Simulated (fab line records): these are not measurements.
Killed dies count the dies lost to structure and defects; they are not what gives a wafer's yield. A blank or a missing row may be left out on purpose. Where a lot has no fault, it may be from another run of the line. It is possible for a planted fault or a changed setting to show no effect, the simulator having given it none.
fab line records	flow n5Finfet
record: lots: 24	wafers: 72	lastDay: 20
route steps=1938 shown BEOL_M13@1671
lots with no fault: from the same line, run without faults
startH: start of the lot's first displayed wafer, in hours after the record's first day	waitH: hours since the lot's step before	" as in the row above	L1.1+2: several wafers, shown together as one row	- value missing, or start not given	* or withheld: withheld	< > ~ a bound
route shown NAME@n: a module of which the file shows steps, and the number in the route of the first	usual: mean and standard deviation over wafers with no fault	same: alike in all rows	chamber/n: place in a boat	sites: per-site readings	_std_site: standard deviation across them	_edge_site: mean of outer sites minus mean of inner sites	radiusMm: for every site, how far away it sits from the centre of the wafer	mask NAME#n: copy n	behind: the tool/chamber that last shaped the wafer	hold: why the lot went on hold/how many hours it stayed there/how the hold came to an end	device: the n, p or np transistor that did not switch	end of line: the tests these same wafers got at the end of their route	for a step that has no rows: nothing shown but its recipe	killed: dies that structure and defects cost at the first sort, which is not the same as the wafer's yield	map: the dies of a wafer, with x for killed, . for not killed, _ for no die there
set.NAME: the setting the step ran with; set.NAME@STEP: the setting that earlier step ran with	model.NAME: the simulator's own value behind a step, which no gauge read
one table for each step of the route and one row for each wafer, over a sample of lots
services: from which hour (startH, from the record's first day; less than 0 if before it) a tool's chamber was out of use, for how many hours, and why
== steps ==
step: N5_BEOL_M13_INSPECT_12
recipe: mode: adi	inspectInstrument: macro
usual: rawDefectCount: 2.0/1.5
lot.wafer	tool	chamber	startH	waitH	rawDefectCount
L074.4	defectInspect-02	-	258.33	0.0	3
L074.5	"	-	"	"	1
L074.6	"	-	"	"	2
L075.2	defectInspect-01	-	259.38	0.0	1
L075.4	"	-	"	"	7
L075.6	"	-	"	"	2
L076.1	defectInspect-02	-	265.11	0.0	2
L076.2	"	-	"	"	3
L076.5	"	-	"	"	1
L079.1	defectInspect-02	-	272.42	0.0	2
L079.2	"	-	"	"	2
L079.6	"	-	"	"	2
L077.1	defectInspect-02	-	284.43	0.0	1
L077.3	"	-	"	"	0
L077.5	"	-	"	"	2
L078.2	defectInspect-02	-	294.81	0.0	2
L078.4	"	-	"	"	3
L078.5	"	-	"	"	2
L081.3	defectInspect-02	-	297.56	0.0	1
L081.4	"	-	"	"	3
L081.5	"	-	"	"	4
L080.1	defectInspect-02	-	302.79	0.0	2
L080.3	"	-	"	"	3
L080.6	"	-	"	"	2
L082.2	defectInspect-01	-	308.36	0.0	3
L082.3	"	-	"	"	1
L082.5	"	-	"	"	4
L083.1	defectInspect-01	-	308.98	0.0	1
L083.5	"	-	"	"	2
L083.6	"	-	"	"	2
L084.1	defectInspect-01	-	315.07	0.0	1
L084.3	"	-	"	"	3
L084.6	"	-	"	"	3
L085.1	defectInspect-01	-	315.71	0.0	2
L085.2	"	-	"	"	4
L085.6	"	-	"	"	1
L086.3	defectInspect-02	-	332.03	0.0	4
L086.4	"	-	"	"	4
L086.5	"	-	"	"	2
L087.3	defectInspect-02	-	337.52	0.0	0
L087.5	"	-	"	"	1
L087.6	"	-	"	"	1
L090.2	defectInspect-02	-	341.41	0.0	3
L090.3	"	-	"	"	3
L090.4	"	-	"	"	1
L088.1	defectInspect-02	-	346.78	0.0	5
L088.2	"	-	"	"	3
L088.5	"	-	"	"	3
L089.1	defectInspect-02	-	347.01	0.0	0
L089.3	"	-	"	"	0
L089.4	"	-	"	"	2
L092.2	defectInspect-02	-	355.13	0.0	2
L092.5	"	-	"	"	0
L092.6	"	-	"	"	1
L091.3	defectInspect-02	-	362.58	0.0	0
L091.5	"	-	"	"	6
L091.6	"	-	"	"	5
L093.1	defectInspect-01	-	365.52	0.0	0
L093.4	"	-	"	"	1
L093.5	"	-	"	"	2
L095.2	defectInspect-02	-	377.24	0.0	1
L095.3	"	-	"	"	2
L095.5	"	-	"	"	3
L094.1	defectInspect-01	-	378.00	0.0	5
L094.5	"	-	"	"	2
L094.6	"	-	"	"	2
L096.1	defectInspect-01	-	399.12	0.0	1
L096.3	"	-	"	"	2
L096.5	"	-	"	"	0
L097.1	defectInspect-02	-	439.32	0.0	1
L097.2	"	-	"	"	1
L097.3	"	-	"	"	1
step: N5_BEOL_M13_CD_MEAS_17
recipe: targetCdNm: 190	polarity: opening
usual: cdNm: 188.4/1.8
lot.wafer	tool	chamber	startH	waitH	cdNm
L074.4	cdSem-02	-	258.90	0.0	187.0
L074.5	"	-	"	"	186.5
L074.6	"	-	"	"	187.8
L075.2	cdSem-02	-	260.07	0.0	186.0
L075.4	"	-	"	"	188.0
L075.6	"	-	"	"	187.1
L076.1	cdSem-03	-	265.67	0.0	186.6
L076.2	"	-	"	"	187.7
L076.5	"	-	"	"	186.6
L079.1	cdSem-02	-	272.99	0.0	189.0
L079.2	"	-	"	"	187.9
L079.6	"	-	"	"	189.7
L077.1	cdSem-02	-	285.00	0.0	186.7
L077.3	"	-	"	"	186.0
L077.5	"	-	"	"	186.3
L078.2	cdSem-01	-	295.46	0.0	188.1
L078.4	"	-	"	"	187.8
L078.5	"	-	"	"	188.0
L081.3	cdSem-02	-	298.13	0.0	187.8
L081.4	"	-	"	"	188.6
L081.5	"	-	"	"	186.5
L080.1	cdSem-01	-	303.36	0.0	188.0
L080.3	"	-	"	"	185.8
L080.6	"	-	"	"	189.7
L082.2	cdSem-02	-	308.92	0.0	189.6
L082.3	"	-	"	"	188.6
L082.5	"	-	"	"	190.1
L083.1	cdSem-01	-	309.54	0.0	188.7
L083.5	"	-	"	"	189.8
L083.6	"	-	"	"	189.6
L084.1	cdSem-02	-	315.64	0.0	188.4
L084.3	"	-	"	"	189.2
L084.6	"	-	"	"	190.1
L085.1	cdSem-02	-	316.27	0.0	186.3
L085.2	"	-	"	"	188.7
L085.6	"	-	"	"	187.9
L086.3	cdSem-02	-	332.60	0.0	188.0
L086.4	"	-	"	"	189.8
L086.5	"	-	"	"	186.7
L087.3	cdSem-01	-	338.09	0.0	184.5
L087.5	"	-	"	"	185.2
L087.6	"	-	"	"	185.5
L090.2	cdSem-01	-	342.11	0.0	187.5
L090.3	"	-	"	"	185.7
L090.4	"	-	"	"	187.3
L088.1	cdSem-03	-	347.35	0.0	187.9
L088.2	"	-	"	"	187.1
L088.5	"	-	"	"	187.1
L089.1	cdSem-03	-	347.65	0.0	189.2
L089.3	"	-	"	"	188.5
L089.4	"	-	"	"	187.3
L092.2	cdSem-02	-	356.05	0.0	191.0
L092.5	"	-	"	"	189.2
L092.6	"	-	"	"	190.2
L091.3	cdSem-02	-	363.14	0.0	189.1
L091.5	"	-	"	"	190.4
L091.6	"	-	"	"	189.7
L093.1	cdSem-01	-	366.09	0.0	185.9
L093.4	"	-	"	"	188.1
L093.5	"	-	"	"	185.9
L095.2	cdSem-03	-	377.85	0.0	189.6
L095.3	"	-	"	"	189.4
L095.5	"	-	"	"	187.7
L094.1	cdSem-01	-	378.56	0.0	192.6
L094.5	"	-	"	"	189.9
L094.6	"	-	"	"	193.1
L096.1	cdSem-01	-	399.78	0.0	189.7
L096.3	"	-	"	"	191.0
L096.5	"	-	"	"	187.7
L097.1	cdSem-02	-	440.07	0.0	191.2
L097.2	"	-	"	"	192.0
L097.3	"	-	"	"	193.1
step: N5_BEOL_M13_STRIP_37
recipe: chemistry: N2/H2	powerW: 1000	tempC: 250	h2Frac: 0.65	overashFraction: 0.3	pressureMtorr: withheld	n2FlowSccm: 1750	h2FlowSccm: 3250
usual: drypumpMotorCurrentA: 5.8/0.32	heaterPowerW: 318/34	oesProductAu: 0.785/0.011
lot.wafer	tool	chamber	startH	waitH	drypumpMotorCurrentA	heaterPowerW	oesProductAu	rfHoursCounterH
L074.4	plasmaAsher-02	1	259.98	0.1	5.8	305	0.784	-
L074.5	"	0	"	"	6.2	332	0.792	-
L074.6	"	1	"	"	5.8	319	0.786	-
L075.2	plasmaAsher-02	1	261.22	0.0	5.8	319	0.789	126
L075.4	"	1	"	"	5.8	317	0.782	-
L075.6	"	1	"	"	5.8	314	0.768	-
L076.1	plasmaAsher-01	0	266.90	0.0	5.2	369	0.789	72
L076.2	"	1	"	"	5.7	264	0.775	72
L076.5	"	0	"	"	5.2	366	0.797	-
L079.1	plasmaAsher-01	0	274.16	0.0	5.2	364	0.777	73
L079.2	"	1	"	"	5.7	261	0.776	73
L079.6	"	1	"	"	5.7	250	0.781	-
L077.1	plasmaAsher-02	1	286.04	0.0	5.8	315	0.795	130
L077.3	"	1	"	"	5.8	313	0.771	-
L077.5	"	0	"	"	6.1	328	0.775	-
L078.2	plasmaAsher-01	1	296.61	0.0	5.6	255	0.782	78
L078.4	"	1	"	"	5.6	259	0.800	-
L078.5	"	1	"	"	5.6	265	0.774	-
L081.3	plasmaAsher-02	1	299.30	0.1	5.8	316	0.782	-
L081.4	"	0	"	"	6.1	329	0.766	-
L081.5	"	0	"	"	6.1	334	0.771	-
L080.1	plasmaAsher-01	1	304.39	0.0	5.7	257	0.785	80
L080.3	"	1	"	"	5.7	255	0.779	-
L080.6	"	1	"	"	5.7	262	0.796	-
L082.2	plasmaAsher-02	0	309.95	0.0	6.1	333	0.788	135
L082.3	"	0	"	"	6.1	325	0.786	-
L082.5	"	0	"	"	6.2	321	0.792	-
L083.1	plasmaAsher-01	0	310.73	0.0	5.2	370	0.802	81
L083.5	"	0	"	"	5.2	364	0.791	-
L083.6	"	1	"	"	5.6	259	0.772	-
L084.1	plasmaAsher-02	1	316.79	0.0	5.8	314	0.777	136
L084.3	"	0	"	"	6.1	327	0.804	-
L084.6	"	0	"	"	6.1	330	0.805	-
L085.1	plasmaAsher-02	0	317.43	0.0	6.1	329	0.780	136
L085.2	"	1	"	"	5.8	310	0.790	136
L085.6	"	0	"	"	6.1	323	0.782	-
L086.3	plasmaAsher-02	0	333.65	0.1	6.1	330	0.781	-
L086.4	"	1	"	"	5.8	316	0.781	-
L086.5	"	1	"	"	5.8	314	0.776	-
L087.3	plasmaAsher-02	0	339.26	0.1	6.1	324	0.807	-
L087.5	"	1	"	"	5.7	304	0.761	-
L087.6	"	0	"	"	6.2	335	0.821	-
L090.2	plasmaAsher-01	1	343.35	0.1	5.6	256	0.803	88
L090.3	"	0	"	"	5.2	356	0.782	-
L090.4	"	1	"	"	5.6	263	0.784	-
L088.1	plasmaAsher-01	1	348.38	0.0	5.6	251	0.799	89
L088.2	"	0	"	"	5.2	361	0.799	89
L088.5	"	0	"	"	5.2	365	0.775	-
L089.1	plasmaAsher-02	0	348.68	0.0	6.1	322	0.785	143
L089.3	"	0	"	"	6.1	334	0.780	-
L089.4	"	1	"	"	5.8	317	0.780	-
L092.2	plasmaAsher-02	1	357.08	0.0	5.8	315	0.789	145
L092.5	"	0	"	"	6.1	325	0.785	-
L092.6	"	1	"	"	5.8	319	0.790	-
L091.3	plasmaAsher-02	1	364.33	0.1	5.8	317	0.787	-
L091.5	"	1	"	"	5.8	322	0.785	-
L091.6	"	0	"	"	6.1	320	0.795	-
L093.1	plasmaAsher-01	1	367.12	0.0	5.6	254	0.781	93
L093.4	"	0	"	"	5.2	365	0.776	-
L093.5	"	0	"	"	5.2	360	0.771	-
L095.2	plasmaAsher-01	1	378.95	0.0	5.7	259	0.787	95
L095.3	"	0	"	"	5.2	364	0.803	-
L095.5	"	0	"	"	5.2	369	0.793	-
L094.1	plasmaAsher-02	0	380.10	0.0	6.1	326	0.769	148
L094.5	"	0	"	"	6.1	326	0.785	-
L094.6	"	1	"	"	5.8	318	0.777	-
L096.1	plasmaAsher-02	1	400.81	0.0	5.8	311	0.785	153
L096.3	"	0	"	"	6.1	321	0.773	-
L096.5	"	1	"	"	5.8	318	0.777	-
L097.1	plasmaAsher-02	1	441.10	0.0	5.8	317	0.800	160
L097.2	"	0	"	"	6.1	323	0.784	160
L097.3	"	1	"	"	5.8	313	0.778	-
step: N5_BEOL_M13_DEGAS_41
recipe: ambient: vacuum	tempC: 250	timeS: 60
usual: heaterPowerW: 344/35	susceptorTempC: 250.01/0.18
same: timeS: 60
lot.wafer	tool	chamber	startH	waitH	heaterPowerW	susceptorTempC
L074.4	pvdSputter-03	-	262.30	0.3	304	250.04
L074.5	"	-	"	"	318	249.84
L074.6	"	-	"	"	385	250.10
L075.2	pvdSputter-03	-	263.32	0.4	328	249.97
L075.4	"	-	"	"	374	249.84
L075.6	"	-	"	"	322	250.14
L076.1	pvdSputter-03	-	268.08	0.4	318	249.53
L076.2	"	-	"	"	323	250.01
L076.5	"	-	"	"	298	250.00
L079.1	pvdSputter-03	-	276.60	0.2	317	250.03
L079.2	"	-	"	"	321	250.26
L079.6	"	-	"	"	320	250.14
L077.1	pvdSputter-03	-	286.63	0.3	315	249.64
L077.3	"	-	"	"	327	249.99
L077.5	"	-	"	"	312	250.19
L078.2	pvdSputter-03	-	297.05	0.2	330	250.13
L078.4	"	-	"	"	381	250.47
L078.5	"	-	"	"	382	250.04
L081.3	pvdSputter-01	-	300.68	0.3	377	250.51
L081.4	"	-	"	"	377	250.24
L081.5	"	-	"	"	386	250.14
L080.1	pvdSputter-01	-	305.22	0.2	383	250.16
L080.3	"	-	"	"	347	250.00
L080.6	"	-	"	"	379	250.06
L083.1	pvdSputter-01	-	314.09	0.4	337	249.71
L083.5	"	-	"	"	373	249.85
L083.6	"	-	"	"	347	250.00
L082.2	pvdSputter-01	-	314.95	0.9	338	250.15
L082.3	"	-	"	"	376	250.12
L082.5	"	-	"	"	339	249.84
L084.1	pvdSputter-02	-	319.69	2.4	397	249.88
L084.3	"	-	"	"	330	249.91
L084.6	"	-	"	"	403	249.93
L085.1	pvdSputter-02	-	320.57	0.1	391	250.05
L085.2	"	-	"	"	332	250.14
L085.6	"	-	"	"	267	249.81
L086.3	pvdSputter-01	-	334.15	0.1	380	249.74
L086.4	"	-	"	"	383	249.95
L086.5	"	-	"	"	388	249.80
L087.3	pvdSputter-02	-	345.63	0.1	269	250.06
L087.5	"	-	"	"	268	250.04
L087.6	"	-	"	"	396	250.09
L090.2	pvdSputter-02	-	345.95	0.4	323	250.19
L090.3	"	-	"	"	314	249.96
L090.4	"	-	"	"	266	250.01
L088.1	pvdSputter-01	-	352.39	0.5	346	250.08
L088.2	"	-	"	"	385	249.92
L088.5	"	-	"	"	349	250.02
L089.1	pvdSputter-02	-	352.72	0.5	272	249.93
L089.3	"	-	"	"	319	250.11
L089.4	"	-	"	"	327	249.73
L092.2	pvdSputter-03	-	361.51	1.1	389	249.98
L092.5	"	-	"	"	378	249.64
L092.6	"	-	"	"	318	250.05
L091.3	pvdSputter-01	-	366.87	0.5	339	250.38
L091.5	"	-	"	"	378	249.86
L091.6	"	-	"	"	389	249.81
L093.1	pvdSputter-02	-	370.33	0.3	269	249.67
L093.4	"	-	"	"	324	250.09
L093.5	"	-	"	"	394	250.23
L095.2	pvdSputter-02	-	380.06	0.2	392	250.22
L095.3	"	-	"	"	327	249.91
L095.5	"	-	"	"	393	250.14
L094.1	pvdSputter-03	-	380.93	0.4	381	249.86
L094.5	"	-	"	"	329	250.00
L094.6	"	-	"	"	317	249.91
L096.1	pvdSputter-03	-	402.51	0.2	306	250.06
L096.3	"	-	"	"	327	250.21
L096.5	"	-	"	"	385	249.88
L097.1	pvdSputter-01	-	443.31	0.5	387	250.26
L097.2	"	-	"	"	385	250.10
L097.3	"	-	"	"	344	250.12
step: N5_BEOL_M13_PRE_CLEAN_42
recipe: gas: H2/He	timeS: 30	tempC: 250
usual: heaterPowerW: 345/36	susceptorTempC: 249.98/0.17
same: timeS: 30
lot.wafer	tool	chamber	startH	waitH	heaterPowerW	susceptorTempC
L074.4	pvdSputter-03	-	262.34	0.0	307	249.99
L074.5	"	-	"	"	319	250.06
L074.6	"	-	"	"	385	250.01
L075.2	pvdSputter-03	-	263.36	0.0	319	250.36
L075.4	"	-	"	"	383	249.95
L075.6	"	-	"	"	324	250.11
L076.1	pvdSputter-03	-	268.12	0.0	317	250.02
L076.2	"	-	"	"	324	249.91
L076.5	"	-	"	"	322	250.01
L079.1	pvdSputter-03	-	276.64	0.0	322	249.97
L079.2	"	-	"	"	310	250.27
L079.6	"	-	"	"	325	249.97
L077.1	pvdSputter-03	-	286.67	0.0	317	249.92
L077.3	"	-	"	"	319	250.07
L077.5	"	-	"	"	306	249.74
L078.2	pvdSputter-03	-	297.09	0.0	326	250.04
L078.4	"	-	"	"	376	249.75
L078.5	"	-	"	"	381	250.17
L081.3	pvdSputter-01	-	300.72	0.0	380	250.08
L081.4	"	-	"	"	387	250.10
L081.5	"	-	"	"	378	249.90
L080.1	pvdSputter-01	-	305.26	0.0	389	250.13
L080.3	"	-	"	"	351	250.15
L080.6	"	-	"	"	392	250.11
L083.1	pvdSputter-01	-	314.13	0.0	340	250.03
L083.5	"	-	"	"	373	249.92
L083.6	"	-	"	"	352	250.15
L082.2	pvdSputter-01	-	314.99	0.0	350	249.76
L082.3	"	-	"	"	380	249.75
L082.5	"	-	"	"	348	250.09
L084.1	pvdSputter-02	-	319.73	0.0	398	250.11
L084.3	"	-	"	"	326	249.80
L084.6	"	-	"	"	400	250.09
L085.1	pvdSputter-02	-	320.61	0.0	389	249.68
L085.2	"	-	"	"	331	250.01
L085.6	"	-	"	"	269	249.97
L086.3	pvdSputter-01	-	334.19	0.0	379	249.89
L086.4	"	-	"	"	383	250.13
L086.5	"	-	"	"	372	250.30
L087.3	pvdSputter-02	-	345.67	0.0	274	249.85
L087.5	"	-	"	"	274	249.74
L087.6	"	-	"	"	394	250.09
L090.2	pvdSputter-02	-	345.99	0.0	328	250.12
L090.3	"	-	"	"	321	249.88
L090.4	"	-	"	"	265	249.78
L088.1	pvdSputter-01	-	352.43	0.0	353	249.59
L088.2	"	-	"	"	382	250.09
L088.5	"	-	"	"	344	249.98
L089.1	pvdSputter-02	-	352.76	0.0	270	249.84
L089.3	"	-	"	"	319	249.94
L089.4	"	-	"	"	333	250.07
L092.2	pvdSputter-03	-	361.55	0.0	374	250.08
L092.5	"	-	"	"	383	250.19
L092.6	"	-	"	"	326	250.21
L091.3	pvdSputter-01	-	366.91	0.0	338	250.16
L091.5	"	-	"	"	383	250.02
L091.6	"	-	"	"	386	249.92
L093.1	pvdSputter-02	-	370.37	0.0	269	250.14
L093.4	"	-	"	"	328	249.70
L093.5	"	-	"	"	412	250.09
L095.2	pvdSputter-02	-	380.10	0.0	389	250.14
L095.3	"	-	"	"	325	250.06
L095.5	"	-	"	"	389	250.12
L094.1	pvdSputter-03	-	380.97	0.0	386	250.00
L094.5	"	-	"	"	322	249.78
L094.6	"	-	"	"	316	249.88
L096.1	pvdSputter-03	-	402.55	0.0	313	249.82
L096.3	"	-	"	"	320	249.74
L096.5	"	-	"	"	375	250.11
L097.1	pvdSputter-01	-	443.35	0.0	381	249.68
L097.2	"	-	"	"	395	249.89
L097.3	"	-	"	"	345	250.12
step: N5_BEOL_M13_SPUTTER_45
recipe: material: Cu	targetThkA: 800	tempC: -20	biasV: 60	powerW: 26000	chamberPressurePa: 0.13	timeS: 13.33
usual: susceptorTempC: -20.01/0.097	throttleValvePct: 30.2/1.1
same: timeS: 13.33
lot.wafer	tool	chamber	startH	waitH	susceptorTempC	throttleValvePct
L074.4	pvdSputter-03	-	262.54	0.0	-19.90	31.4
L074.5	"	-	"	"	-19.90	31.1
L074.6	"	-	"	"	-19.87	30.3
L075.2	pvdSputter-03	-	263.56	0.0	-19.91	29.3
L075.4	"	-	"	"	-20.00	30.1
L075.6	"	-	"	"	-20.03	29.5
L076.1	pvdSputter-03	-	268.32	0.0	-20.12	30.9
L076.2	"	-	"	"	-19.92	29.4
L076.5	"	-	"	"	-20.10	31.5
L079.1	pvdSputter-03	-	276.84	0.0	-19.87	31.1
L079.2	"	-	"	"	-20.01	31.4
L079.6	"	-	"	"	-20.00	29.7
L077.1	pvdSputter-03	-	286.87	0.0	-19.95	31.4
L077.3	"	-	"	"	-19.96	29.4
L077.5	"	-	"	"	-20.01	31.0
L078.2	pvdSputter-03	-	297.29	0.0	-19.95	29.3
L078.4	"	-	"	"	-20.13	30.5
L078.5	"	-	"	"	-20.09	30.5
L081.3	pvdSputter-01	-	300.92	0.0	-20.05	29.1
L081.4	"	-	"	"	-20.19	31.8
L081.5	"	-	"	"	-20.19	31.4
L080.1	pvdSputter-01	-	305.46	0.0	-19.90	31.4
L080.3	"	-	"	"	-19.96	31.0
L080.6	"	-	"	"	-20.10	29.4
L083.1	pvdSputter-01	-	314.33	0.0	-19.88	31.6
L083.5	"	-	"	"	-20.01	29.2
L083.6	"	-	"	"	-20.07	31.5
L082.2	pvdSputter-01	-	315.19	0.0	-19.97	31.2
L082.3	"	-	"	"	-20.12	31.4
L082.5	"	-	"	"	-19.93	31.5
L084.1	pvdSputter-02	-	319.93	0.0	-19.88	28.2
L084.3	"	-	"	"	-20.06	29.6
L084.6	"	-	"	"	-20.06	28.0
L085.1	pvdSputter-02	-	320.81	0.0	-20.02	28.3
L085.2	"	-	"	"	-20.00	29.5
L085.6	"	-	"	"	-19.95	29.9
L086.3	pvdSputter-01	-	334.39	0.0	-19.95	29.5
L086.4	"	-	"	"	-20.06	31.5
L086.5	"	-	"	"	-20.04	29.6
L087.3	pvdSputter-02	-	345.87	0.0	-20.07	29.7
L087.5	"	-	"	"	-19.97	29.8
L087.6	"	-	"	"	-19.99	28.2
L090.2	pvdSputter-02	-	346.19	0.0	-20.06	29.4
L090.3	"	-	"	"	-19.91	29.1
L090.4	"	-	"	"	-19.99	30.2
L088.1	pvdSputter-01	-	352.63	0.0	-20.03	30.9
L088.2	"	-	"	"	-20.17	29.6
L088.5	"	-	"	"	-19.85	31.3
L089.1	pvdSputter-02	-	352.96	0.0	-19.82	29.8
L089.3	"	-	"	"	-20.15	29.6
L089.4	"	-	"	"	-20.09	29.7
L092.2	pvdSputter-03	-	361.75	0.0	-20.20	30.3
L092.5	"	-	"	"	-20.11	30.5
L092.6	"	-	"	"	-19.94	29.2
L091.3	pvdSputter-01	-	367.11	0.0	-19.98	31.3
L091.5	"	-	"	"	-20.03	29.2
L091.6	"	-	"	"	-19.76	31.5
L093.1	pvdSputter-02	-	370.57	0.0	-20.13	29.8
L093.4	"	-	"	"	-19.96	29.5
L093.5	"	-	"	"	-20.04	28.2
L095.2	pvdSputter-02	-	380.30	0.0	-20.00	28.2
L095.3	"	-	"	"	-20.08	29.7
L095.5	"	-	"	"	-19.93	28.1
L094.1	pvdSputter-03	-	381.17	0.0	-19.87	30.3
L094.5	"	-	"	"	-20.00	29.4
L094.6	"	-	"	"	-19.89	31.4
L096.1	pvdSputter-03	-	402.75	0.0	-19.98	31.4
L096.3	"	-	"	"	-19.93	29.6
L096.5	"	-	"	"	-20.01	30.3
L097.1	pvdSputter-01	-	443.55	0.0	-20.13	29.5
L097.2	"	-	"	"	-19.94	31.6
L097.3	"	-	"	"	-20.11	31.1
== services ==
tool	chamber	startH	hours	kind
plasmaAsher-02	-	278.62	1.7	repair
plasmaAsher-01	-	285.22	0.9	repair
pvdSputter-02	-	301.83	7.9	repair
plasmaAsher-02	-	323.25	2.8	pm
pvdSputter-02	-	394.40	1.9	repair
pvdSputter-01	-	397.65	1.0	repair
plasmaAsher-01	-	398.57	2.8	pm
plasmaAsher-02	-	415.76	1.4	repair
plasmaAsher-01	-	417.11	1.7	repair
plasmaAsher-02	-	419.99	2.4	repair
== key ==
fault none
